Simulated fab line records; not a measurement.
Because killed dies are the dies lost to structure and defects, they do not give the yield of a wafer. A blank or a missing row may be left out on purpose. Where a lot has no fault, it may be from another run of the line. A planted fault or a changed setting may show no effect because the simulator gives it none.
fab line records + flow n5Finfet
record
- lots=6
- wafers=17
- lastDay=16
route steps=1938 shown BEOL_M11@1582 PASSIVATION@1936
lots untouched by any fault: they come from a run of this same line in which no faults occurred
startH: hours from the record's opening day to when the first of the lot's shown wafers began + waitH: hours elapsed since this lot's preceding step + " as in the row above + L1.1+2: several wafers, shown together as one row + - value missing, or start not given + * or withheld: withheld + < > ~ a bound
route shown NAME@n: names a module that has steps shown in the file, with the first one's number in the route + usual: mean and standard deviation over wafers with no fault + same: alike in all rows + chamber/n: place in a boat + sites: per-site readings + _std_site: standard deviation across them + _edge_site: inner sites' mean taken away from outer sites' mean + radiusMm: how far each site lies from the wafer's centre + mask NAME#n: copy n + behind: the tool/chamber that last shaped the wafer + hold: reason for holding the lot/hours on hold/outcome of the hold + device: whichever transistor did not switch (one of n, p or np) + end of line: the tests these same wafers got at the end of their route + a step given without rows: its recipe and nothing more + killed: dies that structure and defects cost at the first sort, which is not the same as the wafer's yield + map: the dies of a wafer, with x for killed, . for not killed, _ for no die there
set.NAME: setting as actually run; set.NAME@STEP: the setting as run at that earlier step + model.NAME: the simulator's own value behind a step, which no gauge read
a table for each step, a row for each wafer; lots at some steps of the route
services: the hour from which a tool's chamber was out of use, counted from the record's first day as startH (under 0 if before that day), plus the number of hours and why
## steps
# step N5_BEOL_M11_HM_STRIP_39
# recipe
- chemistry=peroxideTinStrip
- material=TiN
- targetDepthA=250
- tempC=50
- timeS=158
# step N5_BEOL_M11_SRD_40
# recipe
- timeS=30
- tempC=23
- rinseLiquid=diw
- dry=ipaMarangoni
# step N5_BEOL_M11_PRECLEAN_42
# recipe
- chemistry=residueRemover
- timeS=60
- tempC=40
# step N5_BEOL_M11_SRD_43
# recipe
- timeS=30
- tempC=23
- rinseLiquid=diw
- dry=ipaMarangoni
# step N5_BEOL_M11_CD_MEAS_35
# recipe
- targetCdNm=70
- polarity=opening
# usual
- cdNm=70.0/0.62
| lot.wafer | tool     | chamber | startH | waitH | cdNm |
|-----------|----------|---------|--------|-------|------|
| L936.2    | cdSem-02 | -       | 263.74 | 0.0   | 70.7 |
| L936.3    | "        | -       | "      | "     | 69.3 |
| L936.6    | "        | -       | "      | "     | 70.1 |
| L939.1    | cdSem-03 | -       | 284.45 | 0.0   | 69.4 |
| L939.4    | "        | -       | "      | "     | 70.2 |
| L939.6    | "        | -       | "      | "     | 70.4 |
| L944.1    | cdSem-01 | -       | 319.22 | 0.0   | 69.5 |
| L944.2    | "        | -       | "      | "     | 69.8 |
| L944.6    | "        | -       | "      | "     | 70.3 |
| L948.1    | cdSem-03 | -       | 319.39 | 0.0   | 69.7 |
| L948.4    | "        | -       | "      | "     | 69.4 |
| L948.5    | "        | -       | "      | "     | 69.8 |
| L947.1    | cdSem-03 | -       | 324.89 | 0.0   | 69.7 |
| L947.6    | "        | -       | "      | "     | 69.7 |
| L951.3    | cdSem-03 | -       | 350.35 | 0.0   | 69.3 |
| L951.5    | "        | -       | "      | "     | 70.2 |
| L951.6    | "        | -       | "      | "     | 70.1 |
# step N5_BEOL_M11_CURE_72
# recipe
- tempC=370
- timeS=120
- ambient=DMADMS/He
- material=SiCOH_lowk
# step N5_BEOL_M11_DEGAS_44
# recipe
- ambient=vacuum
- tempC=250
- timeS=60
# usual
- heaterPowerW=323/42
| lot.wafer | tool          | chamber | startH | waitH | heaterPowerW |
|-----------|---------------|---------|--------|-------|--------------|
| L936.2    | pvdSputter-02 | -       | 264.94 | 1.1   | 386          |
| L936.3    | "             | -       | "      | "     | 365          |
| L936.6    | "             | -       | "      | "     | 270          |
| L939.1    | pvdSputter-03 | -       | 284.86 | 0.3   | 336          |
| L939.4    | "             | -       | "      | "     | 268          |
| L939.6    | "             | -       | "      | "     | 265          |
| L944.1    | pvdSputter-02 | -       | 320.03 | 0.5   | 283          |
| L944.2    | "             | -       | "      | "     | 356          |
| L944.6    | "             | -       | "      | "     | 379          |
| L948.1    | pvdSputter-02 | -       | 320.55 | 0.9   | 289          |
| L948.4    | "             | -       | "      | "     | 270          |
| L948.5    | "             | -       | "      | "     | 281          |
| L947.1    | pvdSputter-02 | -       | 327.51 | 2.5   | 267          |
| L947.6    | "             | -       | "      | "     | 381          |
| L951.3    | pvdSputter-03 | -       | 350.91 | 0.4   | 273          |
| L951.5    | "             | -       | "      | "     | 344          |
| L951.6    | "             | -       | "      | "     | 274          |
# step N5_BEOL_M11_PRE_CLEAN_45
# recipe
- gas=H2/He
- timeS=30
- tempC=250
# usual
- heaterPowerW=323/42
| lot.wafer | tool          | chamber | startH | waitH | heaterPowerW |
|-----------|---------------|---------|--------|-------|--------------|
| L936.2    | pvdSputter-02 | -       | 264.98 | 0.0   | 372          |
| L936.3    | "             | -       | "      | "     | 350          |
| L936.6    | "             | -       | "      | "     | 269          |
| L939.1    | pvdSputter-03 | -       | 284.90 | 0.0   | 335          |
| L939.4    | "             | -       | "      | "     | 266          |
| L939.6    | "             | -       | "      | "     | 270          |
| L944.1    | pvdSputter-02 | -       | 320.07 | 0.0   | 291          |
| L944.2    | "             | -       | "      | "     | 353          |
| L944.6    | "             | -       | "      | "     | 381          |
| L948.1    | pvdSputter-02 | -       | 320.59 | 0.0   | 284          |
| L948.4    | "             | -       | "      | "     | 273          |
| L948.5    | "             | -       | "      | "     | 289          |
| L947.1    | pvdSputter-02 | -       | 328.85 | 1.3   | 278          |
| L947.6    | "             | -       | "      | "     | 370          |
| L951.3    | pvdSputter-03 | -       | 350.95 | 0.0   | 278          |
| L951.5    | "             | -       | "      | "     | 349          |
| L951.6    | "             | -       | "      | "     | 283          |
# step N5_BEOL_M11_ALD_74
# recipe
- material=TaN
- targetThkA=20
- tempC=275
- aldPrecursorFamily=PDMAT
- aldCoReactant=NH3
- pressureTorr=3
- carrierFlowSccm=1500
- pulseTimeS=2
- purgeTimeS=3
- coReactantPurgeTimeS=2
- coReactantPulseTimeS=3
- aldCycles=40
- precursorVesselTempC=75
- precursorVesselPressureTorr=26.25
- precursorVesselCarrierSccm=1000
# step N5_BEOL_M11_SURFACE_TREAT_76
# recipe
- gas=Ar
- timeS=*
- ionEnergyEv=*
- ionCurrentMaCm2=0.5
- pressureMtorr=*
- arFlowSccm=30
# usual
- throttleValvePct=*
| lot.wafer | tool          | chamber | startH | waitH | throttleValvePct |
|-----------|---------------|---------|--------|-------|------------------|
| L936.2    | pvdSputter-02 | -       | 265.36 | 0.2   | *                |
| L936.3    | "             | -       | "      | "     | *                |
| L936.6    | "             | -       | "      | "     | *                |
| L939.1    | pvdSputter-02 | -       | 285.32 | 0.2   | *                |
| L939.4    | "             | -       | "      | "     | *                |
| L939.6    | "             | -       | "      | "     | *                |
| L944.1    | pvdSputter-02 | -       | 320.67 | 0.2   | *                |
| L944.2    | "             | -       | "      | "     | *                |
| L944.6    | "             | -       | "      | "     | *                |
| L948.1    | pvdSputter-02 | -       | 321.05 | 0.3   | *                |
| L948.4    | "             | -       | "      | "     | *                |
| L948.5    | "             | -       | "      | "     | *                |
| L947.1    | pvdSputter-01 | -       | 329.21 | 0.2   | *                |
| L947.6    | "             | -       | "      | "     | *                |
| L951.3    | pvdSputter-02 | -       | 351.46 | 0.2   | *                |
| L951.5    | "             | -       | "      | "     | *                |
| L951.6    | "             | -       | "      | "     | *                |
# step N5_BEOL_M11_CVD_75
# recipe
- material=Co
- targetThkA=20
- tempC=withheld
- precursor=CCTBA/H2
- pressureTorr=30
- timeS=138.9
# step N5_BEOL_M11_SPUTTER_48
# recipe
- material=Cu
- targetThkA=120
- tempC=-20
- biasV=60
- powerW=26000
- chamberPressurePa=0.13
- timeS=2
# usual
- cathodeDcPowerW=26000/4.4
- throttleValvePct=30.1/0.63
| lot.wafer | tool          | chamber | startH | waitH | cathodeDcPowerW | throttleValvePct |
|-----------|---------------|---------|--------|-------|-----------------|------------------|
| L936.2    | pvdSputter-02 | -       | 265.84 | 0.2   | 26000           | 29.2             |
| L936.3    | "             | -       | "      | "     | 26007           | 29.9             |
| L936.6    | "             | -       | "      | "     | 26004           | 30.0             |
| L939.1    | pvdSputter-02 | -       | 285.51 | 0.1   | 26006           | 29.2             |
| L939.4    | "             | -       | "      | "     | 26006           | 30.5             |
| L939.6    | "             | -       | "      | "     | 26005           | 30.3             |
| L944.1    | pvdSputter-02 | -       | 321.09 | 0.2   | 25995           | 30.9             |
| L944.2    | "             | -       | "      | "     | 25995           | 29.2             |
| L944.6    | "             | -       | "      | "     | 26002           | 30.2             |
| L948.1    | pvdSputter-02 | -       | 321.27 | 0.1   | 26000           | 30.2             |
| L948.4    | "             | -       | "      | "     | 25995           | 30.1             |
| L948.5    | "             | -       | "      | "     | 26003           | 30.8             |
| L947.1    | pvdSputter-03 | -       | 329.38 | 0.1   | 26002           | 30.7             |
| L947.6    | "             | -       | "      | "     | 26011           | 28.6             |
| L951.3    | pvdSputter-03 | -       | 351.69 | 0.1   | 25998           | 30.8             |
| L951.5    | "             | -       | "      | "     | 25998           | 30.7             |
| L951.6    | "             | -       | "      | "     | 25999           | 30.8             |
# step N5_BEOL_M11_ECD_50
# recipe
- material=Cu
- targetThkA=3180
| lot.wafer | tool     | chamber | startH | waitH | model.Cu_of_BEOL_M11_ECD_50.thkNm |
|-----------|----------|---------|--------|-------|-----------------------------------|
| L936.2    | ecdCu-02 | 1       | 265.96 | 0.1   | 316.6                             |
| L936.3    | "        | 0       | "      | "     | 320.6                             |
| L936.6    | "        | 1       | "      | "     | 315.4                             |
| L939.1    | ecdCu-02 | 0       | 285.62 | 0.1   | 318.6                             |
| L939.4    | "        | 1       | "      | "     | 316.6                             |
| L939.6    | "        | 0       | "      | "     | 317.2                             |
| L944.1    | ecdCu-02 | 1       | 321.20 | 0.1   | 316.4                             |
| L944.2    | "        | 0       | "      | "     | 239.4                             |
| L944.6    | "        | 1       | "      | "     | 321.8                             |
| L948.1    | ecdCu-01 | 1       | 321.38 | 0.1   | 317.6                             |
| L948.4    | "        | 0       | "      | "     | 315.6                             |
| L948.5    | "        | 0       | "      | "     | 322                               |
| L947.1    | ecdCu-02 | 1       | 329.50 | 0.1   | 317.8                             |
| L947.6    | "        | 0       | "      | "     | 240.2                             |
| L951.3    | ecdCu-01 | 1       | 351.84 | 0.1   | 319.8                             |
| L951.5    | "        | 1       | "      | "     | 322.8                             |
| L951.6    | "        | 0       | "      | "     | 317.4                             |
# step N5_BEOL_M11_ANNEAL_51
# recipe
- tempC=225
- timeS=90
- ambient=N2
# usual
- wafer_temp_C_max=226.05/0.24
| lot.wafer | tool         | chamber | startH | waitH | wafer_temp_C_max |
|-----------|--------------|---------|--------|-------|------------------|
| L936.2    | rtpAnneal-02 | 0       | 266.12 | 0.1   | 226.29           |
| L936.3    | "            | 0       | "      | "     | 226.17           |
| L936.6    | "            | 0       | "      | "     | 226.11           |
| L939.1    | rtpAnneal-02 | 0       | 286.31 | 0.7   | 226.31           |
| L939.4    | "            | 0       | "      | "     | 225.91           |
| L939.6    | "            | 0       | "      | "     | 226.09           |
| L944.1    | rtpAnneal-02 | 0       | 321.31 | 0.1   | 225.99           |
| L944.2    | "            | 0       | "      | "     | 226.14           |
| L944.6    | "            | 0       | "      | "     | 225.96           |
| L948.1    | rtpAnneal-01 | 0       | 321.49 | 0.1   | 226.48           |
| L948.4    | "            | 0       | "      | "     | 226.03           |
| L948.5    | "            | 0       | "      | "     | 226.38           |
| L947.1    | rtpAnneal-02 | 0       | 329.61 | 0.1   | 226.40           |
| L947.6    | "            | 0       | "      | "     | 226.10           |
| L951.3    | rtpAnneal-02 | 0       | 352.02 | 0.1   | 226.06           |
| L951.5    | "            | 0       | "      | "     | 226.11           |
| L951.6    | "            | 0       | "      | "     | 225.96           |
# step N5_BEOL_M11_CMP_52
# recipe
- stopOn=SiCOH_lowk
- tOverpolishS=7
- downForcePsi=1
- platenRpm=50
- clearingPlatenDownForcePsi=1.5
- clearingPlatenRpm=50
- postCmpClean=cuAlkaline
- targetThkNm=140
- clearingPlatenPadVelocityMS=0.99484
- padVelocityMS=0.99484
# usual
- motorCurrentA=6.1/0.68
- padLifeWafers=854/400
- platenRpm=50.00/0.037
- timeToEndpointS=66/3.7
| lot.wafer | tool   | chamber | startH | waitH | motorCurrentA | padLifeWafers | platenRpm | timeToEndpointS |
|-----------|--------|---------|--------|-------|---------------|---------------|-----------|-----------------|
| L936.2    | cmp-02 | 3       | 266.41 | 0.2   | 5.2           | 973           | 49.93     | 65              |
| L936.3    | "      | 0       | "      | "     | 6.1           | 974           | 49.99     | 73              |
| L936.6    | "      | 2       | "      | "     | 6.5           | -             | 49.99     | 73              |
| L939.1    | cmp-02 | 3       | 286.62 | 0.3   | 5.7           | 1140          | 50.09     | 68              |
| L939.4    | "      | 2       | "      | "     | 6.6           | 1143          | 49.97     | 73              |
| L939.6    | "      | 0       | "      | "     | 6.1           | -             | 49.99     | 76              |
| L944.1    | cmp-03 | 1       | 321.61 | 0.3   | 7.1           | 792           | 50.03     | 70              |
| L944.2    | "      | 0       | "      | "     | 5.9           | 795           | 49.98     | 47              |
| L944.6    | "      | 2       | "      | "     | 6.4           | -             | 49.99     | 64              |
| L948.1    | cmp-02 | 1       | 321.79 | 0.3   | 5.8           | 1398          | 50.01     | 66              |
| L948.4    | "      | 0       | "      | "     | 6.0           | 1401          | 49.98     | 65              |
| L948.5    | "      | 1       | "      | "     | 6.1           | -             | 49.95     | 67              |
| L947.1    | cmp-03 | 2       | 329.91 | 0.3   | 6.7           | 858           | 49.99     | 61              |
| L947.6    | "      | 2       | "      | "     | 6.8           | -             | 50.00     | 47              |
| L951.3    | cmp-04 | 2       | 352.33 | 0.3   | 5.9           | 992           | 49.99     | 67              |
| L951.6    | "      | 0       | "      | "     | 5.5           | -             | 50.00     | 63              |
| L951.5    | "      | 1       | "      | "     | 6.1           | -             | 49.94     | 63              |
# step N5_BEOL_M11_THK_MEAS_53
# recipe
- thkMeasGauge=xrf
- reads=Cu_of_BEOL_M11_ECD_50
# usual
- M11_THK=139.4/2.7
| lot.wafer | tool         | chamber | startH | waitH | M11_THK[nm] |
|-----------|--------------|---------|--------|-------|-------------|
| L936.2    | filmMetro-02 | -       | 266.66 | -     | 139.4       |
| L936.3    | "            | -       | "      | "     | 137.0       |
| L936.6    | "            | -       | "      | "     | 142.5       |
| L939.1    | filmMetro-01 | -       | 286.92 | -     | 138.2       |
| L939.4    | "            | -       | "      | "     | 142.7       |
| L939.6    | "            | -       | "      | "     | 139.9       |
| L944.1    | filmMetro-02 | -       | 321.90 | -     | 136.1       |
| L944.2    | "            | -       | "      | "     | 139.6       |
| L944.6    | "            | -       | "      | "     | 140.3       |
| L948.1    | filmMetro-01 | -       | 322.09 | -     | 135.4       |
| L948.4    | "            | -       | "      | "     | 136.5       |
| L948.5    | "            | -       | "      | "     | 137.4       |
| L947.1    | filmMetro-01 | -       | 330.20 | -     | 138.1       |
| L947.6    | "            | -       | "      | "     | 140.7       |
| L951.3    | filmMetro-02 | -       | 352.55 | -     | 140.7       |
| L951.5    | "            | -       | "      | "     | 142.3       |
| L951.6    | "            | -       | "      | "     | 142.1       |
# step N5_PASSIVATION_PROBE_49
# usual
- defectLimitedYield=91.4/1.5
- killed_at_M0_to_M3=34/12
- killed_at_M4_up=12/4.9
- killedAtContacts=13/7.2
- killedAtFrontEnd=39/12
- killedAtOther=3.7/2.9
- killedDies=101/18
- killedOnRim=13/4
- killedOpen=67/14
- killedShort=33/7.2
- sort_bin_5_function=5.1/0.97
- sort_bin_6_memory=3.2/0.67
- sortNPass=1079/17
- sortYieldPct=91.4/1.5
# same
- grossDies=1180
- killedAtBackSide=0
- sort_bin_4_leakage[%]=0
- sort_bin_8_speed[%]=0
| lot.wafer | tool      | chamber | startH | waitH | defectLimitedYield[%] | killed_at_M0_to_M3 | killed_at_M4_up | killedAtContacts | killedAtFrontEnd | killedAtOther | killedDies | killedOnRim | killedOpen | killedShort | sort_bin_5_function[%] | sort_bin_6_memory[%] | sortNPass | sortYieldPct[%] |
|-----------|-----------|---------|--------|-------|-----------------------|--------------------|-----------------|------------------|------------------|---------------|------------|-------------|------------|-------------|------------------------|----------------------|-----------|-----------------|
| L936.2    | prober-02 | -       | 309.91 | 0.1   | 93.1                  | 28                 | 8               | 17               | 28               | 0             | 81         | 13          | 61         | 20          | 4.4                    | 2.5                  | 1099      | 93.1            |
| L936.3    | prober-02 | -       | 309.96 | 0.1   | 93.9                  | 30                 | 11              | 12               | 19               | 0             | 72         | 9           | 43         | 29          | 3.6                    | 2.2                  | 1108      | 93.9            |
| L936.6    | prober-02 | -       | 310.11 | 0.3   | 93.2                  | 24                 | 14              | 15               | 26               | 1             | 80         | 11          | 60         | 20          | 4.8                    | 1.9                  | 1100      | 93.2            |
| L939.1    | prober-02 | -       | 329.08 | 0.0   | 92.8                  | 31                 | 11              | 7                | 33               | 3             | 85         | 9           | 63         | 21          | 3.8                    | 3.3                  | 1095      | 92.8            |
| L939.4    | prober-02 | -       | 329.23 | 0.2   | 91.6                  | 24                 | 8               | 13               | 51               | 3             | 99         | 11          | 69         | 28          | 5.4                    | 2.7                  | 1081      | 91.6            |
| L939.6    | prober-02 | -       | 329.33 | 0.3   | 89.4                  | 56                 | 10              | 15               | 41               | 3             | 125        | 12          | 86         | 38          | 6.9                    | 3.3                  | 1055      | 89.4            |
| L944.1    | prober-01 | -       | 364.29 | 0.0   | 94.2                  | 20                 | 11              | 12               | 22               | 3             | 68         | 8           | 52         | 16          | 3.8                    | 1.9                  | 1112      | 94.2            |
| L944.2    | prober-01 | -       | 364.34 | 0.1   | 91.9                  | 18                 | 11              | 20               | 46               | 1             | 96         | 12          | 58         | 35          | 4.7                    | 3.0                  | 1084      | 91.9            |
| L944.6    | prober-01 | -       | 364.54 | 0.3   | 93.2                  | 23                 | 8               | 8                | 39               | 2             | 80         | 9           | 50         | 27          | 3.6                    | 3.1                  | 1100      | 93.2            |
| L947.1    | prober-02 | -       | 367.31 | 0.0   | 91.3                  | 28                 | 20              | 16               | 37               | 2             | 103        | 12          | 74         | 29          | 5.8                    | 2.6                  | 1077      | 91.3            |
# killed by level:class
L936.2 MOL_CONTACT_COAG:geometricParticle:open=12 BEOL_M0_SAQP:geometricParticle:open=8 BEOL_M3:geometricParticle:open=8 DUMMY_GATE:geometricParticle:open=7 STI_FIN_REVEAL:geometricParticle:open=5 MOL_CONTACT_COAG:geometricParticle:short=5 BEOL_M0_SAQP:geometricParticle:short=5 FIN_SAQP:geometricParticle:open=4
L936.3 MOL_CONTACT_COAG:geometricParticle:open=8 BEOL_M0_SAQP:geometricParticle:short=8 BEOL_M2:geometricParticle:open=7 FIN_SAQP:geometricParticle:short=6 BEOL_M0_SAQP:geometricParticle:open=5 MOL_CONTACT_COAG:geometricParticle:short=4 BEOL_M4:geometricParticle:open=4 BEOL_M3:geometricParticle:open=4
L936.6 MOL_CONTACT_COAG:geometricParticle:open=12 BEOL_M1:geometricParticle:open=8 STI_FIN_REVEAL:geometricParticle:open=7 BEOL_M4:geometricParticle:open=6 ILD0:geometricParticle:open=5 ILD0:geometricParticle:short=4 BEOL_M0_SAQP:geometricParticle:open=4 BEOL_M2:geometricParticle:open=4
L939.1 BEOL_M2:geometricParticle:open=10 FIN_SAQP:geometricParticle:open=8 MOL_CONTACT_COAG:geometricParticle:open=7 STI_FIN_REVEAL:geometricParticle:open=5 BEOL_M0_SAQP:geometricParticle:open=5 DUMMY_GATE:geometricParticle:open=4 BEOL_M0_SAQP:geometricParticle:short=4 BEOL_M4:geometricParticle:open=4
L939.4 MOL_CONTACT_COAG:geometricParticle:open=12 FIN_SAQP:geometricParticle:open=11 BEOL_M2:geometricParticle:open=10 FIN_SAQP:geometricParticle:short=9 DUMMY_GATE:geometricParticle:open=7 STI_FIN_REVEAL:geometricParticle:open=6 STARTING-WAFER:geometricParticle:short=5 BEOL_M3:geometricParticle:open=4
L939.6 BEOL_M2:geometricParticle:open=21 MOL_CONTACT_COAG:geometricParticle:open=13 BEOL_M2:geometricParticle:short=9 GATE_CUT:geometricParticle:open=7 BEOL_M0_SAQP:geometricParticle:short=7 FIN_SAQP:geometricParticle:open=6 FIN_SAQP:geometricParticle:short=5 DUMMY_GATE:geometricParticle:open=5
L944.1 MOL_CONTACT_COAG:geometricParticle:open=9 GATE_CUT:geometricParticle:open=6 BEOL_M2:geometricParticle:open=6 DUMMY_GATE:geometricParticle:open=4 BEOL_M2:geometricParticle:short=4 BEOL_M3:geometricParticle:open=4 BEOL_M5:geometricParticle:open=4 STARTING-WAFER:geometricParticle:open=4
L944.2 FIN_SAQP:geometricParticle:open=14 MOL_CONTACT_COAG:geometricParticle:open=14 GATE_CUT:geometricParticle:short=7 MOL_CONTACT_COAG:geometricParticle:short=6 BEOL_M3:geometricParticle:open=5 BEOL_M4:geometricParticle:open=5 BEOL_M4:geometricParticle:short=4 STI_FIN_REVEAL:geometricParticle:open=3
L944.6 STI_FIN_REVEAL:geometricParticle:open=12 MOL_CONTACT_COAG:geometricParticle:open=7 BEOL_M2:geometricParticle:open=7 FIN_SAQP:geometricParticle:short=6 DUMMY_GATE:geometricParticle:open=6 BEOL_M3:geometricParticle:open=5 BEOL_M4:geometricParticle:open=4 BEOL_M0_SAQP:geometricParticle:short=3
L947.1 MOL_CONTACT_COAG:geometricParticle:open=13 BEOL_M4:geometricParticle:open=11 BEOL_M3:geometricParticle:open=8 BEOL_M2:geometricParticle:open=7 FIN_SAQP:geometricParticle:open=6 STI_FIN_REVEAL:geometricParticle:open=5 FIN_SAQP:geometricParticle:short=4 ILD0:geometricParticle:open=4
## services
| tool     | chamber | startH | hours | kind   |
|----------|---------|--------|-------|--------|
| ecdCu-02 | -       | 244.27 | 4.9   | repair |
| cmp-02   | -       | 244.99 | 0.4   | repair |
| cmp-03   | -       | 245.88 | 0.4   | repair |
| ecdCu-02 | -       | 250.75 | 1.8   | repair |
| ecdCu-01 | -       | 261.91 | 2.2   | repair |
| cmp-04   | -       | 264.91 | 0.9   | repair |
| cmp-02   | -       | 300.87 | 5.9   | repair |
| cmp-04   | -       | 316.35 | 4.8   | pm     |
| ecdCu-02 | -       | 337.42 | 2.4   | repair |
| cmp-04   | -       | 337.47 | 0.8   | repair |
## key
firstSign
- step=N5_BEOL_M11_CMP_52
- reading=timeToEndpointS
- direction=down
- sigmas=4.9
- usual=*
- struck=*
effect none on later readings
modelEffect
- step=N5_BEOL_M11_ECD_50
- value=Cu_of_BEOL_M11_ECD_50.thkNm
- without=315
- struck=239.8
metAt N5_BEOL_M11_ECD_50
struckWafers L944.2,L947.6
onsetBetween 285.62 321.20
fault
- kind=processParameterDrift
- tool=ecdCu-02
- chamber=0
- onsetH=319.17
- steps=N5_BEOL_M11_ECD_50
- channel=targetThkA
- offset=*
- shape=step
- actsIn=*
- stated=*
